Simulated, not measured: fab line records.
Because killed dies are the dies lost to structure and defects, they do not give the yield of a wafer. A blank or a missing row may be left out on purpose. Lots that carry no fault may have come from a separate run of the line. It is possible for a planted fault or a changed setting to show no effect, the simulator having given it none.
Matching of chambers    flow nand_harc    NHARC_A_WL_FILL_CMP_12 on cmp-02: 4 sister chambers
The step polishes, t overpolish 30 s, target thk 75 nm. 4 wafers are shown with their chamber, then 7 later ones without.

## EACH WAFER AND ITS CHAMBER
wafer   chamber  motor_current_A (A)
L087.1  0        13.3
L086.4  2        13.7
L090.1  3        9.4
L090.2  1        12.7

## WAFERS WHOSE CHAMBER IS MISSING
wafer   motor_current_A (A)
L090.4  12.7
L092.1  9.8
L092.5  12.8
L092.6  14.1
L097.1  14.2
L097.3  12.5
L097.6  13.3

## WHICH CHAMBER EACH WENT THROUGH
wafer    from the rows above       in truth
L090.4   1                         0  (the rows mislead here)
L092.1   3                         3
L092.5   can't be placed: 1 or 0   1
L092.6   can't be placed: 2 or 0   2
L097.1   can't be placed: 2 or 0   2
L097.3   1                         1
L097.6   can't be placed: 0 or 2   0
2 of 7 placed correctly. These rows do not allow placing 4 (true chamber among the candidates in 4). Number placed wrongly: 1.
How it was worked out, from the rows above alone: a wafer's distance from a chamber is the root of the sum, over the readings, of the square of ((its reading less the chamber's mean) divided by the reading's scatter). The wafer belongs to the nearest chamber; if the next one is less than 2 further off, it can't be placed. A chamber's mean is the mean of its shown wafers. The scatter: root of mean squared gap, hidden wafer to nearest shown wafer, with one shown wafer a chamber.
